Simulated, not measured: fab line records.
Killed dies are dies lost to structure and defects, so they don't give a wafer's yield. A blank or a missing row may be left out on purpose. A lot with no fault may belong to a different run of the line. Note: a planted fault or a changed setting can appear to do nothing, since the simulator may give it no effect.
Which of the tools did it? -- flow nand harc -- 33 wafers from 11 lots sampled at 6 of the route's 1302 steps

## WHAT EACH GAUGE READ, for each wafer
NHARC_P_ZERO_WELL_CD_MEAS_37 targets a cd of 720 nm.
lot,measured,on,cd nm (nm)
L917,day 1 23:58,cd sem-02,720.5 714.9 716.1
L919,day 2 20:10,cd sem-03,716.9 713.7 717.1
L923,day 4 11:59,cd sem-02,720.0 720.3 717.3
L924,day 4 22:17,cd sem-03,718.7 719.9 715.7
L925,day 5 08:43,cd sem-02,721.0 715.1 718.8
L927,day 6 04:16,cd sem-01,718.8 720.8 716.7
L928,day 6 14:17,cd sem-01,716.1 717.7 717.2
L929,day 7 00:13,cd sem-02,720.1 717.9 718.8
L933,day 8 16:17,cd sem-01,654.6 654.5 652.2 654.4 654.8 652.4
L934,day 9 01:53,cd sem-03,718.6 716.5 720.4
L940,day 11 14:23,cd sem-03,722.8 724.2 724.3

NHARC_END_SORT_01.
lot,measured,on,killed at array,killed at other,killed at periphery,killed dies,killed open,killed short
L933,day 30 09:40,prober-02,45 53 60,0 1 1,7 8 12,52 62 73,3 3 2,0 1 2

## WHAT TOOL EACH LOT RAN ON (gives the tool, then ch and the chambers of the sampled wafers, and finally the start)
lot,NHARC_P_ZERO_WELL_EXPOSE_34,NHARC_P_GATE_ETCH_32,NHARC_P_GATE_STRIP_108,NHARC_P_GATE_ETCHBACK_37
L917,"krf scanner-01 ch 0, day 1 23:49","rie si-05 ch 1,2,3, day 5 04:37","rie diel-11 ch 0,2,3, day 5 04:47","rie diel-11 ch 0,2,3, no start"
L919,"krf scanner-03 ch 0, day 2 20:01","rie si-02 ch 0,1, day 5 18:53","rie diel-06 ch 0,3, day 5 19:03","rie diel-11 ch 0,2,3, no start"
L923,"krf scanner-03 ch 0, day 4 11:50","rie si-03 ch 1,2,3, day 7 11:01","rie diel-11 ch 0,1,2, day 7 11:11","rie diel-06 ch 0,1,3, no start"
L924,"krf scanner-01 ch 0, day 4 22:08","rie si-02 ch 0,2,3, day 8 09:20","rie diel-11 ch 0,3, day 8 09:28","rie diel-08 ch 1,2, no start"
L925,"krf scanner-03 ch 0, day 5 08:33","rie si-05 ch 1,3, day 8 14:14","rie diel-08 ch 1,2, day 8 14:25","rie diel-11 ch 0,3, no start"
L927,"krf scanner-04 ch 0, day 6 04:07","rie si-05 ch 0,1,3, day 9 05:39","rie diel-11 ch 0,1,3, day 9 05:49","rie diel-11 ch 0,1,2, no start"
L928,"krf scanner-03 ch 0, day 6 14:08","rie si-05 ch 0,1,3, day 9 20:15","rie diel-11 ch 1,3, day 9 20:25","rie diel-11 ch 0,2,3, no start"
L929,"krf scanner-04 ch 0, day 7 00:03","rie si-02 ch 0,1,3, day 9 19:50","rie diel-08 ch 0,2,3, day 9 19:59","rie diel-08 ch 0,1,3, no start"
L933,"krf scanner-01 ch 0, day 8 16:07","rie si-03 ch 0,2,3, day 11 14:22","rie diel-08 ch 1,2,3, day 11 14:31","rie diel-08 ch 0,1,3, day 30 09:40 or earlier"
L934,"krf scanner-01 ch 0, day 9 01:43","rie si-02 ch 1,3, day 12 08:27","rie diel-06 ch 1,2,3, day 12 08:36","rie diel-06 ch 0,1,3, no start"
L940,"krf scanner-01 ch 0, day 11 14:13","rie si-05 ch 0,1,3, day 14 12:32","rie diel-11 ch 2,3, day 14 12:43","rie diel-06 ch 0,1, no start"
- NHARC_P_ZERO_WELL_EXPOSE_34: exposes mask P PWELL, target cd 720 nm.
- NHARC_P_GATE_ETCH_32: etches the open film in HBr/Cl2, target depth 150 nm, time 100.1 s.
- NHARC_P_GATE_STRIP_108: strips in O2.
- NHARC_P_GATE_ETCHBACK_37: etches the open film in CHF3/O2, target depth 34.5 nm, time 17.2 s.

## AS READ BY THE TOOLS THEMSELVES (means over the sampled wafers that have a number; for cases with no such wafer, the mark the record gives instead)
NHARC_P_GATE_ETCH_32.
lot,tool,drypump motor current A (A),oes product au (a.u.),throttle valve pct (%)
L917,rie si-05,5.5,0.987,26.401
L919,rie si-02,5.0,1.009,26.409
L923,rie si-03,5.7,0.993,26.399
L924,rie si-02,5.4,0.993,26.413
L925,rie si-05,5.2,0.997,26.412
L927,rie si-05,5.2,1.001,26.415
L928,rie si-05,5.2,0.995,26.414
L929,rie si-02,5.3,1.011,26.401
L933,rie si-03,5.7,1.008,26.412
L934,rie si-02,5.6,1.003,26.403
L940,rie si-05,5.2,0.983,26.404

NHARC_P_GATE_STRIP_108.
lot,tool,drypump motor current A (A),o2 flow sccm (sccm),oes product au (a.u.),rf vpp V (V),showerhead plenum p Torr (Torr),throttle valve pct (%)
L917,rie diel-11,5.57,500.5,0.997,58.0,3.66,17.037
L919,rie diel-06,5.93,500.3,1.003,58.0,3.49,17.030
L923,rie diel-11,5.39,500.4,0.993,58.6,3.62,17.029
L924,rie diel-11,5.55,500.2,1.012,58.7,3.63,17.034
L925,rie diel-08,5.92,500.4,0.995,57.7,3.50,17.026
L927,rie diel-11,5.38,500.0,1.006,58.7,3.58,17.046
L928,rie diel-11,5.31,500.3,1.008,58.2,3.55,17.033
L929,rie diel-08,5.73,501.0,0.988,58.2,3.52,17.032
L933,rie diel-08,5.81,498.5,1.006,57.3,3.46,17.039
L934,rie diel-06,5.92,498.8,1.003,56.7,3.52,17.037
L940,rie diel-11,5.44,500.1,1.011,57.8,3.62,17.036

NHARC_P_GATE_ETCHBACK_37.
lot,tool,chf3 flow sccm (sccm),drypump motor current A (A),o2 flow sccm (sccm),oes product au (a.u.),rf vpp V (V),showerhead plenum p Torr (Torr),throttle valve pct (%)
L917,rie diel-11,50.17,5.6,10.004,0.93,373.6,2.50,20.567
L919,rie diel-11,50.10,5.5,9.985,1.00,372.1,2.50,20.565
L923,rie diel-06,50.00,5.8,9.996,0.93,371.5,2.45,20.571
L924,rie diel-08,50.18,5.9,10.003,0.99,370.4,2.41,20.576
L925,rie diel-11,50.11,5.6,10.006,0.92,372.0,2.50,20.573
L927,rie diel-11,50.08,5.4,9.993,0.91,372.6,2.46,20.584
L928,rie diel-11,50.05,5.5,10.007,0.92,372.4,2.49,20.581
L929,rie diel-08,49.98,5.8,9.977,0.92,369.0,2.37,20.569
L933,rie diel-08,50.01,5.8,10.000,0.92,369.5,2.36,20.581
L934,rie diel-06,50.09,5.8,10.005,0.93,372.7,2.45,20.576
L940,rie diel-06,49.96,5.5,10.007,1.01,372.0,2.47,20.567

## THE ANSWER, worked out from the rows above alone
Rule: usual is defined by the lots themselves. Put in order of their means at a reading, lots are off if they are a third of the lots or fewer, leave a main group of 4 or more, and stand apart from it by a gap of 3 or more times the standard deviation of the main group's means; of several such gaps the widest counts. If all means in a main group match to the digits the tables above print for the reading, that group is not used. Also off: a lot with no number at a reading for which 4 or more lots have one. All remaining lots with rows at the step are treated as sound. The gauges are gone through in route order, then the tools' own readings, and for those a lot's mean is taken as printed above. The first step at which some lot is off is used, and at that step the reading that is off furthest; a lot without a number counts as furthest.
Off, at NHARC_P_ZERO_WELL_CD_MEAS_37 on cd nm: L933. For the main group the mean is 718.6 nm and the standard deviation 2.
A tool fits if, at a process step before that reading, it ran every lot that is off, and no sound lot after the first of them. Not tried: the gauges at NHARC_P_ZERO_WELL_CD_MEAS_37; whatever is off there is also off at NHARC_P_GATE_STRIP_108, on other tools, and gauge error can't account for it. Of those tried, none fits.

## WHAT WAS PUT IN BY THE SIMULATOR
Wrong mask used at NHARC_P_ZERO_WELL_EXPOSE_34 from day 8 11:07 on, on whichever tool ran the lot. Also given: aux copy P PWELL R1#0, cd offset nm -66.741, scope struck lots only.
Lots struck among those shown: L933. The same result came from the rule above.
